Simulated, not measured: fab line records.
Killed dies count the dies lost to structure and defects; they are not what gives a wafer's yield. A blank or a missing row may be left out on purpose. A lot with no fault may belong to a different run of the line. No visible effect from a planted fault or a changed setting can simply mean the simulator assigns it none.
The tool behind it: which one? + flow n5-finfet + 9 lots, 26 wafers sampled, at 5 steps of a route of 1938

WHAT EACH GAUGE READ, for each wafer
N5_BEOL_M4_RC_MEAS_101. Usual: DIBL_N 35.3 mV/V, standard deviation 2.5; DIBL_P 35 mV/V, standard deviation 3.3; IOFF_N 0.15 nA/um, standard deviation 0.049; IOFF_P 0.20 nA/um, standard deviation 0.056; ION_N 673 uA/um, standard deviation 16; ION_P 462 uA/um, standard deviation 10; SS_N 71.2 mV/dec, standard deviation 0.85; SS_P 73.0 mV/dec, standard deviation 0.97; VT_N 252 mV, standard deviation 4.9; VT_P -251 mV, standard deviation 5.
| lot  | measured     | on        | DIBL_N (mV/V)  | DIBL_P (mV/V) | IOFF_N (nA/um) | IOFF_P (nA/um) | ION_N (uA/um) | ION_P (uA/um) | SS_N (mV/dec)  | SS_P (mV/dec)  | VT_N (mV)   | VT_P (mV)      | flag |
|------|--------------|-----------|----------------|---------------|----------------|----------------|---------------|---------------|----------------|----------------|-------------|----------------|------|
| L165 | day 9 03:12  | prober-02 | 40.5 36.0 39.7 | 41 35 40      | 0.25 0.13 0.21 | 0.29 0.17 0.25 | 710 677 681   | 483 464 463   | 72.2 70.9 72.3 | 74.0 73.0 73.7 | 244 252 248 | -246 -254 -248 |      |
| L168 | day 9 06:55  | prober-02 | 35.2 32.3      | 35 32         | 0.13 0.09      | 0.17 0.13      | 662 655       | 449 454       | 71.6 70.1      | 72.9 73.1      | 250 256     | -253 -257      |      |
| L170 | day 10 03:44 | prober-02 | 35.6 35.7 36.1 | 35 36 36      | 0.14 0.16 0.15 | 0.20 0.22 0.21 | 668 683 683   | 464 473 470   | 70.9 71.1 71.6 | 72.9 72.1 72.9 | 249 247 252 | -250 -251 -248 |      |
| L181 | day 13 04:21 | prober-01 | 34.7 35.7 31.3 | 35 36 31      | 0.12 0.15 0.09 | 0.18 0.20 0.13 | 676 675 652   | 471 468 453   | 70.4 71.0 69.6 | 72.4 72.7 72.6 | 255 252 257 | -254 -253 -257 |      |
| L183 | day 13 04:11 | prober-02 | 33.8 34.3 33.3 | 33 34 32      | 0.11 0.11 0.11 | 0.15 0.15 0.14 | 667 678 684   | 458 467 468   | 70.2 70.8 69.6 | 71.5 71.8 71.5 | 254 258 256 | -256 -253 -257 |      |
| L182 | day 13 09:14 | prober-01 | 32.7 33.0 33.1 | 32 33 32      | 0.11 0.11 0.10 | 0.16 0.18 0.16 | 684 658 666   | 473 462 462   | 70.2 70.7 70.4 | 73.0 73.1 72.7 | 255 253 260 | -254 -250 -253 |      |
| L184 | day 14 00:22 | prober-02 | 31.1 34.4 34.5 | 28 30 32      | 0.07 0.10 0.11 | 0.10 0.12 0.13 | 644 640 672   | 447 434 461   | 69.2 70.3 70.5 | 71.7 71.8 72.5 | 262 260 254 | -261 -260 -258 |      |

EACH LOT AND THE TOOL THAT RAN IT (in order: tool; ch and the chambers of the sampled wafers; start)
| lot  | N5_BEOL_M0_SAQP_HM_OPEN_112        | N5_BEOL_M0_SAQP_ETCH_102         | N5_BEOL_M0_SAQP_SPACER2_ALD_26    | N5_BEOL_M0_SAQP_SPACER2_ETCHBACK_27 |
|------|------------------------------------|----------------------------------|-----------------------------------|-------------------------------------|
| L165 | rie-diel-02 ch 0,1,3, day 5 18:49  | rie-si-06 ch 0,3, day 5 20:25    | ald-sin-03 ch 1,2,3, day 5 21:19  | rie-diel-01 ch 0,3, day 5 21:52     |
| L168 | rie-diel-01 ch 1,3, day 6 21:50    | rie-si-05 ch 0,2, day 6 23:28    | ald-sin-04 ch 1,2, day 7 00:20    | rie-diel-01 ch 0,3, day 7 00:53     |
| L170 | rie-diel-03 ch 2,3, day 7 11:22    | rie-si-05 ch 0,1,3, day 7 13:00  | ald-sin-03 ch 0,1,2, day 7 13:52  | rie-diel-01 ch 0,1, day 7 14:25     |
| L178 | rie-diel-01 ch 2,3, day 9 14:28    | rie-si-06 ch 0,2,3, day 9 15:59  | ald-sin-02 ch 0,1,2, day 9 18:11  | rie-diel-02 ch 0,1,3, day 9 18:44   |
| L179 | rie-diel-01 ch 0,2,3, day 9 21:40  | rie-si-03 ch 0,1,2, day 9 23:31  | ald-sin-04 ch 0,2,3, day 10 00:24 | rie-diel-01 ch 0,2,3, day 10 00:57  |
| L181 | rie-diel-03 ch 0,1,2, day 10 14:28 | rie-si-03 ch 0,2, day 10 16:13   | ald-sin-02 ch 0,1,3, day 10 17:26 | rie-diel-01 ch 1,2, day 10 18:15    |
| L183 | rie-diel-01 ch 0,2, day 10 15:33   | rie-si-05 ch 1,2,3, day 10 17:51 | ald-sin-02 ch 0,1, day 10 19:11   | rie-diel-01 ch 0,1,2, day 10 19:44  |
| L182 | rie-diel-03 ch 1,3, day 10 15:55   | rie-si-06 ch 1,2, day 10 17:54   | ald-sin-03 ch 0,1, day 10 19:15   | rie-diel-03 ch 0,2,3, day 10 19:48  |
| L184 | rie-diel-03 ch 0,1, day 10 23:11   | rie-si-05 ch 0,1,3, day 11 01:17 | ald-sin-04 ch 0,1,2, day 11 02:08 | rie-diel-02 ch 1,2, day 11 02:43    |
- N5_BEOL_M0_SAQP_HM_OPEN_112: chemistry CHF3/O2, target SiO2, stops on a-Si, target depth 12 nm, time 13.5 s.
- N5_BEOL_M0_SAQP_ETCH_102: etches SiO2 in CF4, target depth 4 nm, time 4.4 s.
- N5_BEOL_M0_SAQP_SPACER2_ALD_26: deposits SiO2, target thk 15 nm, pulse time 1 s, purge time 2 s.
- N5_BEOL_M0_SAQP_SPACER2_ETCHBACK_27: etches SiO2 in CHF3/O2, target depth 22.5 nm, time 11.25 s.

WHAT THE TOOLS THEMSELVES READ (means of the sampled wafers that have a number; where no wafer has one, the mark that the record gives instead)
N5_BEOL_M0_SAQP_HM_OPEN_112. Usual: O2_flow_sccm 5.001 sccm, standard deviation 0.015; drypump-motor-current-A 5.6 A, standard deviation 0.4; oes-product-au 0.50 a.u., standard deviation 0.049; rf-vpp-V 522 V, standard deviation 12; showerhead-plenum-p-Torr 2.39 Torr, standard deviation 0.074; throttle-valve-pct 18.96 %, standard deviation 0.26.
| lot  | tool        | O2_flow_sccm (sccm) | drypump-motor-current-A (A) | oes-product-au (a.u.) | rf-vpp-V (V) | showerhead-plenum-p-Torr (Torr) | throttle-valve-pct (%) | flag |
|------|-------------|---------------------|-----------------------------|-----------------------|--------------|---------------------------------|------------------------|------|
| L165 | rie-diel-02 | 5.007               | 5.5                         | 0.50                  | 524          | 2.42                            | 18.90                  |      |
| L168 | rie-diel-01 | 5.002               | 5.7                         | 0.48                  | 526          | 2.29                            | 19.09                  |      |
| L170 | rie-diel-03 | 4.997               | 5.6                         | 0.47                  | 508          | 2.33                            | 19.16                  |      |
| L178 | rie-diel-01 | 4.999               | 6.1                         | 0.48                  | 519          | 2.42                            | 18.82                  |      |
| L179 | rie-diel-01 | 4.997               | 6.2                         | 0.47                  | 526          | 2.39                            | 18.84                  |      |
| L181 | rie-diel-03 | 5.001               | 5.4                         | 0.51                  | 520          | 2.39                            | 19.07                  |      |
| L183 | rie-diel-01 | 4.989               | 6.3                         | 0.49                  | 535          | 2.41                            | 18.63                  |      |
| L182 | rie-diel-03 | 4.995               | 5.2                         | 0.47                  | 505          | 2.33                            | 19.11                  |      |
| L184 | rie-diel-03 | 5.001               | 5.3                         | 0.47                  | 526          | 2.44                            | 19.19                  |      |

N5_BEOL_M0_SAQP_ETCH_102. Usual: drypump-motor-current-A 5.9 A, standard deviation 0.4; oes-product-au 0.996 a.u., standard deviation 0.017; throttle-valve-pct 21.76 %, standard deviation 0.21.
| lot  | tool      | drypump-motor-current-A (A) | oes-product-au (a.u.) | throttle-valve-pct (%) | flag |
|------|-----------|-----------------------------|-----------------------|------------------------|------|
| L165 | rie-si-06 | 5.8                         | 1.002                 | 21.83                  |      |
| L168 | rie-si-05 | 6.3                         | 1.010                 | 21.71                  |      |
| L170 | rie-si-05 | 6.1                         | 1.012                 | 21.60                  |      |
| L178 | rie-si-06 | 5.7                         | 0.990                 | 21.73                  |      |
| L179 | rie-si-03 | 5.9                         | 0.989                 | 21.79                  |      |
| L181 | rie-si-03 | 5.6                         | 0.999                 | 21.95                  |      |
| L183 | rie-si-05 | 6.1                         | 1.001                 | 21.74                  |      |
| L182 | rie-si-06 | 5.8                         | 0.993                 | 21.66                  |      |
| L184 | rie-si-05 | 6.1                         | 1.016                 | 21.61                  |      |

N5_BEOL_M0_SAQP_SPACER2_ALD_26. Usual: heater-power-w 474 W, standard deviation 46; precursor-pulse-height-rel 1.002, standard deviation 0.022.
| lot  | tool       | heater-power-w (W) | precursor-pulse-height-rel | flag |
|------|------------|--------------------|----------------------------|------|
| L165 | ald-sin-03 | 466                | 1.007                      |      |
| L168 | ald-sin-04 | 426                | 1.011                      |      |
| L170 | ald-sin-03 | 477                | 0.998                      |      |
| L178 | ald-sin-02 | 471                | 0.985                      |      |
| L179 | ald-sin-04 | 458                | 0.980                      |      |
| L181 | ald-sin-02 | 477                | 0.998                      |      |
| L183 | ald-sin-02 | 456                | 1.001                      |      |
| L182 | ald-sin-03 | 521                | 1.001                      |      |
| L184 | ald-sin-04 | 461                | 1.008                      |      |

N5_BEOL_M0_SAQP_SPACER2_ETCHBACK_27. Usual: CHF3_flow_sccm 50.01 sccm, standard deviation 0.15; O2_flow_sccm 4.999 sccm, standard deviation 0.015; drypump-motor-current-A 5.7 A, standard deviation 0.41; oes-product-au 0.76 a.u., standard deviation 0.069; rf-vpp-V 524 V, standard deviation 12; showerhead-plenum-p-Torr 2.39 Torr, standard deviation 0.073; throttle-valve-pct 18.98 %, standard deviation 0.26.
| lot  | tool        | CHF3_flow_sccm (sccm) | O2_flow_sccm (sccm) | drypump-motor-current-A (A) | oes-product-au (a.u.) | rf-vpp-V (V) | showerhead-plenum-p-Torr (Torr) | throttle-valve-pct (%) | flag |
|------|-------------|-----------------------|---------------------|-----------------------------|-----------------------|--------------|---------------------------------|------------------------|------|
| L165 | rie-diel-01 | 50.07                 | 4.987               | 6.2                         | 0.74                  | 520          | 2.33                            | 19.11                  |      |
| L168 | rie-diel-01 | 50.00                 | 5.006               | 6.2                         | 0.74                  | 524          | 2.34                            | 19.02                  |      |
| L170 | rie-diel-01 | 49.94                 | 4.998               | 6.0                         | 0.76                  | 542          | 2.36                            | 18.76                  |      |
| L178 | rie-diel-02 | -                     | -                   | -                           | -                     | -            | -                               | -                      | OFF  |
| L179 | rie-diel-01 | -                     | -                   | -                           | -                     | -            | -                               | -                      | OFF  |
| L181 | rie-diel-01 | 49.89                 | 5.005               | 5.6                         | 0.74                  | 538          | 2.35                            | 18.87                  |      |
| L183 | rie-diel-01 | 50.18                 | 5.012               | 5.9                         | 0.74                  | 537          | 2.38                            | 18.78                  |      |
| L182 | rie-diel-03 | 50.02                 | 4.989               | 5.5                         | 0.81                  | 514          | 2.37                            | 19.04                  |      |
| L184 | rie-diel-02 | 50.11                 | 5.004               | 5.8                         | 0.74                  | 517          | 2.38                            | 19.09                  |      |

THE ANSWER, worked out from the rows above alone
Rule: lot off if the mean of its wafers having a number is beyond 3 standard deviations from the usual mean. A lot without any number at a reading at which 4 lots or more have one is off too. The other lots that the step has rows for count as sound. Order of review: gauges by route order, followed by the tools' own readings, for which a lot's mean as printed above is used. The first step at which some lot is off is used, and at that step the reading that is off furthest; a lot without a number counts as furthest.
Off: L178, L179, at N5_BEOL_M0_SAQP_SPACER2_ETCHBACK_27 (CHF3_flow_sccm). Without a number there: L178, L179.
If a tool, at that step or one of the process steps before it, ran each lot that is off and ran no sound lot following the first of them, it fits. No candidate that was tried fits.

WHAT HAD BEEN PUT IN BY THE SIMULATOR
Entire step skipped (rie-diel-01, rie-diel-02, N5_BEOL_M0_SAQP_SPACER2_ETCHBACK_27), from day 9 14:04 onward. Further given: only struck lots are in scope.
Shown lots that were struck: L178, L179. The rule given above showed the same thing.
